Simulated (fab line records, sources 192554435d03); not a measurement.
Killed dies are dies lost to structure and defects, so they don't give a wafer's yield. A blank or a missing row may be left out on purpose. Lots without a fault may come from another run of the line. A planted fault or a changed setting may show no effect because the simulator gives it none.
fab line records | flow n5_finfet | part 2 of 2: steps 5 to 6 of 6
record lots=22 wafers=66 last_day=17
route steps=1938 shown DUMMY_GATE@244 SD_EPI_N@275 SDB@358 HKMG_FIN@389
lots that met no fault: from a run of the same line without faults
start_h: hours from the record's first day to the start of the lot's first wafer shown | wait_h: hours since the lot's step before | " the same as in the row above | L1.1+2: a row that stands for several wafers | - no value, or no start given | * or withheld: withheld | < > ~ a bound
route shown NAME@n: a module of which the file shows steps, and the number in the route of the first | usual: mean/standard deviation of fault-free wafers | same: alike in all rows | chamber/n: place in a boat | sites: the reading at each site | _std_site: their standard deviation | _edge_site: outer sites' mean less inner sites' | radius_mm: how far each site lies from the wafer's centre | mask NAME#n: copy n | behind: the tool/chamber that last shaped the wafer | hold: why the lot was held/for how many hours/how that ended | device: the transistor (n, p or np) that didn't switch | end of line: the same wafers' tests at the end of the route | a step without rows: its recipe alone | killed: dies lost to structure and defects at the first sort, not the wafer's yield | map: a wafer's dies, x killed, . not, _ none there
set.NAME: the setting as run; set.NAME@STEP: as run at that earlier step | model.NAME: the simulator's own value behind a step, which no gauge read
steps of the route over a sample of lots; a table a step, a row a wafer
services: from which hour (start_h, from the record's first day; less than 0 if before it) a tool's chamber was out of use, for how many hours, and why
## steps
# step N5_HKMG_FIN_ALD_75
# recipe material=Al2O3 target_thk_a=10 temp_c=150 ald_precursor_family=TMA ald_co_reactant=H2O pulse_time_s=withheld co_reactant_pulse_time_s=1
# usual heater_power_w=149/14 precursor_pulse_height_rel=1.002/0.022
# columns lot.wafer tool chamber start_h wait_h heater_power_w precursor_pulse_height_rel
L074.4 ald_hk-01 2 72.11 0.0 151 0.975
L074.5 " 3 " " 144 1.012
L074.6 " 2 " " 154 0.999
L075.1 ald_hk-02 0 78.76 0.0 145 1.045
L075.3 " 3 " " 124 0.976
L075.6 " 2 " " 164 0.998
L076.1 ald_hk-02 0 84.73 0.1 141 1.035
L076.3 " 3 " " 125 0.988
L076.5 " 0 " " 143 1.037
L077.1 ald_hk-03 1 92.72 0.0 163 1.011
L077.2 " 0 " " 166 1.025
L077.5 " 1 " " 165 1.023
L078.1 ald_hk-02 0 95.55 0.1 141 0.968
L078.3 " 3 " " 122 1.004
L078.5 " 1 " " 134 1.018
L079.2 ald_hk-02 3 100.87 0.1 124 0.995
L079.4 " 1 " " 133 1.002
L079.5 " 2 " " 162 1.001
L080.1 ald_hk-01 0 106.20 0.0 155 1.048
L080.4 " 1 " " 151 1.027
L080.6 " 3 " " 142 1.008
L081.3 ald_hk-01 1 114.18 0.0 153 1.040
L081.4 " 3 " " 144 0.972
L081.5 " 0 " " 158 0.995
L082.2 ald_hk-01 0 121.06 0.0 156 1.031
L082.3 " 3 " " 145 0.985
L082.6 " 1 " " 155 1.026
L084.4 ald_hk-01 1 131.32 0.0 152 0.961
L084.5 " 3 " " 143 1.000
L084.6 " 2 " " 152 0.972
L085.2 ald_hk-03 0 136.94 0.0 165 0.989
L085.4 " 1 " " 164 1.011
L085.5 " 3 " " 132 1.013
L086.1 ald_hk-01 2 141.50 0.0 155 0.993
L086.2 " 1 " " 153 0.983
L086.6 " 0 " " 155 1.002
L088.1 ald_hk-03 2 159.07 0.0 154 1.000
L088.4 " 1 " " 166 1.005
L088.5 " 2 " " 157 0.948
L089.1 ald_hk-03 0 163.16 0.0 162 0.980
L089.3 " 2 " " 153 1.011
L089.6 " 1 " " 165 1.011
L090.3 ald_hk-02 3 165.47 0.0 127 0.973
L090.4 " 1 " " 134 0.992
L090.6 " 2 " " 169 0.978
L091.1 ald_hk-01 0 174.01 0.0 159 1.000
L091.2 " 2 " " 157 1.027
L091.6 " 2 " " 155 0.992
L092.1 ald_hk-02 1 180.69 0.0 133 1.024
L092.2 " 3 " " 121 1.000
L092.3 " 0 " " 144 0.991
L093.3 ald_hk-02 1 185.47 0.0 130 0.990
L093.4 " 2 " " 168 1.001
L093.6 " 2 " " 163 0.976
L094.1 ald_hk-03 2 193.52 0.0 155 1.030
L094.4 " 3 " " 129 0.992
L094.6 " 0 " " 166 1.007
L095.1 ald_hk-03 3 202.59 0.0 131 0.984
L095.4 " 0 " " 170 1.017
L095.5 " 2 " " 152 0.979
L097.2 ald_hk-03 3 209.54 0.0 135 0.982
L097.3 " 0 " " 166 0.991
L097.6 " 1 " " 167 1.023
L096.3 ald_hk-03 0 210.40 0.0 162 1.025
L096.4 " 2 " " 150 1.015
L096.6 " 0 " " 162 1.047
# step N5_HKMG_FIN_STRIP_57
# recipe chemistry=CF4 resist=SiARC power_w=300 bias_power_w=75 pressure_mtorr=50 cf4_flow_sccm=150 rf_frequency_hz=6e+07
# usual chamber_pressure_mTorr=50.00/0.047 drypump_motor_current_A=5.9/0.34 oes_product_au=0.77/0.069 rf_vpp_V=271.7/1.4 showerhead_plenum_p_Torr=1.82/0.049 throttle_valve_pct=13.64/0.29
# columns lot.wafer tool chamber start_h wait_h chamber_pressure_mTorr drypump_motor_current_A oes_product_au rf_hours_counter_h rf_vpp_V showerhead_plenum_p_Torr throttle_valve_pct
L074.4 rie_diel-05 3 72.82 0.0 50.01 5.8 0.89 16 270.1 1.76 13.34
L074.5 " 1 " " 50.02 5.5 0.73 - 273.9 1.87 13.63
L074.6 " 2 " " 50.01 5.5 0.90 - 272.0 1.83 13.37
L075.1 rie_diel-04 3 80.01 0.0 49.91 6.2 0.77 142 270.5 1.80 13.84
L075.3 " 2 " " 49.99 6.1 0.77 133 271.9 1.80 13.90
L075.6 " 2 " " 49.96 6.1 0.77 - 270.7 1.80 13.90
L076.1 rie_diel-04 3 85.64 0.0 50.02 6.3 0.77 144 270.0 1.80 13.85
L076.3 " 1 " " 50.01 6.5 0.69 212 272.2 1.85 13.93
L076.5 " 0 " " 49.97 6.3 0.73 - 272.3 1.86 13.68
L077.1 rie_diel-03 2 93.55 0.0 49.97 5.8 0.92 19 272.1 1.90 13.16
L077.2 " 3 " " 49.94 5.5 0.73 159 271.6 1.79 13.88
L077.5 " 3 " " 50.02 5.5 0.74 - 272.0 1.79 13.87
L078.1 rie_diel-05 3 96.33 0.0 49.96 5.8 0.87 23 270.4 1.76 13.32
L078.3 " 2 " " 50.01 5.5 0.89 23 271.3 1.83 13.37
L078.5 " 0 " " 50.03 5.6 0.91 - 272.7 1.90 13.17
L079.2 rie_diel-04 3 101.78 0.0 49.98 6.2 0.77 149 271.9 1.80 13.87
L079.4 " 0 " " 49.96 6.2 0.72 199 272.7 1.86 13.70
L079.5 " 3 " " 50.06 6.3 0.77 - 270.3 1.80 13.87
L080.1 rie_diel-04 0 107.04 0.0 49.99 6.3 0.72 201 273.0 1.86 13.69
L080.4 " 1 " " 50.04 6.4 0.69 219 272.1 1.85 13.94
L080.6 " 3 " " 49.95 6.2 0.76 - 271.5 1.80 13.85
L081.3 rie_diel-04 0 115.52 0.0 50.06 6.3 0.72 204 270.3 1.85 13.71
L081.4 " 1 " " 50.01 6.4 0.68 222 272.8 1.85 13.95
L081.5 " 0 " " 50.03 6.3 0.72 - 273.6 1.85 13.71
L082.2 rie_diel-05 2 122.06 0.0 50.01 5.5 0.87 32 272.5 1.82 13.40
L082.3 " 1 " " 49.99 5.5 0.71 167 271.1 1.86 13.66
L082.6 " 0 " " 49.97 5.7 0.87 - 273.7 1.90 13.17
L084.4 rie_diel-03 2 132.19 0.0 49.97 5.8 0.89 - 272.4 1.89 13.22
L084.5 " 1 " " 49.93 5.4 0.75 - 269.7 1.72 13.20
L084.6 " 3 " " 50.06 5.5 0.74 - 271.0 1.79 13.90
L085.2 rie_diel-04 0 137.78 0.0 50.03 6.3 0.71 214 273.3 1.85 13.73
L085.4 " 1 " " 49.94 6.5 0.69 231 272.8 1.85 13.96
L085.5 " 2 " " 50.01 6.1 0.76 - 272.1 1.80 13.93
L086.1 rie_diel-03 3 142.33 0.0 50.07 5.5 0.73 168 270.6 1.79 13.90
L086.2 " 2 " " 50.02 5.8 0.88 36 272.0 1.89 13.22
L086.6 " 1 " " 50.07 5.4 0.74 - 271.3 1.72 13.20
L088.1 rie_diel-04 3 159.78 0.0 49.93 6.2 0.75 170 271.7 1.80 13.90
L088.4 " 0 " " 49.98 6.3 0.71 220 272.5 1.85 13.75
L088.5 " 0 " " 50.12 6.3 0.71 - 274.8 1.85 13.75
L089.1 rie_diel-04 0 164.03 0.0 50.05 6.3 0.70 222 272.7 1.85 13.76
L089.3 " 2 " " 50.08 6.1 0.75 157 270.8 1.80 13.95
L089.6 " 3 " " 49.97 6.2 0.74 - 270.7 1.80 13.91
L090.3 rie_diel-03 0 166.21 0.0 50.03 5.7 0.68 227 273.0 1.84 13.89
L090.4 " 3 " " 50.05 5.5 0.73 176 271.0 1.79 13.91
L090.6 " 0 " " 49.98 5.7 0.69 - 271.8 1.84 13.90
L091.1 rie_diel-05 0 174.85 0.0 49.94 5.7 0.85 37 273.6 1.90 13.23
L091.2 " 3 " " 49.96 5.8 0.83 51 273.0 1.75 13.41
L091.6 " 2 " " 50.01 5.5 0.84 - 272.4 1.82 13.43
L092.1 rie_diel-05 0 181.53 0.0 50.04 5.6 0.84 39 272.6 1.89 13.21
L092.2 " 1 " " 49.98 5.5 0.71 186 272.0 1.85 13.73
L092.3 " 2 " " 50.08 5.5 0.83 52 271.2 1.82 13.43
L093.3 rie_diel-05 2 186.46 0.0 50.02 5.5 0.84 54 270.8 1.82 13.44
L093.4 " 3 " " 49.97 5.8 0.83 55 269.3 1.75 13.42
L093.6 " 3 " " 50.03 5.8 0.83 - 269.6 1.75 13.42
L094.1 rie_diel-03 1 194.35 0.0 50.02 5.4 0.73 171 268.9 1.71 13.27
L094.4 " 2 " " 50.11 5.8 0.86 53 273.6 1.89 13.24
L094.6 " 0 " " 49.95 5.6 0.67 - 272.8 1.84 13.94
L095.1 rie_diel-04 3 203.43 0.0 50.01 6.2 0.73 186 270.1 1.79 13.95
L095.4 " 2 " " 49.96 6.1 0.74 - 270.9 1.79 13.99
L095.5 " 0 " " 49.97 6.3 0.70 - 271.8 1.85 13.78
L097.2 rie_diel-04 0 210.26 0.0 50.04 6.3 0.69 238 271.2 1.84 13.79
L097.3 " 3 " " 50.09 6.2 0.73 189 272.3 1.79 13.94
L097.6 " 3 " " 49.96 6.3 0.73 - 271.3 1.79 13.94
L096.3 rie_diel-05 3 211.24 0.0 49.97 5.8 0.81 63 269.4 1.75 13.44
L096.4 " 1 " " 49.97 5.5 0.70 196 272.1 1.85 13.74
L096.6 " 1 " " 49.99 5.5 0.69 - 273.1 1.85 13.74
## services
# columns tool chamber start_h hours kind
rie_diel-01 - 40.32 0.4 repair
ald_hk-02 - 50.02 1.3 repair
rie_diel-05 3 55.27 10.0 repair
rie_diel-04 2 65.79 6.7 repair
rie_diel-01 3 89.53 8.7 repair
ald_hk-01 - 92.42 1.3 repair
rie_diel-03 3 95.34 22.6 repair
rie_diel-01 3 103.31 18.9 repair
rie_diel-03 0 103.91 18.7 repair
rie_diel-02 2 105.26 7.6 repair
rie_diel-03 - 112.50 2.8 repair
rie_diel-06 0 115.84 5.3 repair
rie_diel-04 2 116.92 6.0 repair
rie_diel-06 1 128.14 16.7 repair
rie_diel-02 2 132.32 6.3 repair
rie_diel-06 2 142.69 23.3 repair
rie_si-04 1 143.87 14.4 repair
rie_si-03 2 145.46 1.2 repair
rie_si-05 0 170.73 16.1 repair
rie_si-04 0 180.94 4.3 repair
rie_si-05 3 185.26 9.6 repair
rie_diel-04 1 198.07 - clean
rie_si-03 - 200.71 0.4 repair
rie_si-03 3 204.75 2.6 repair
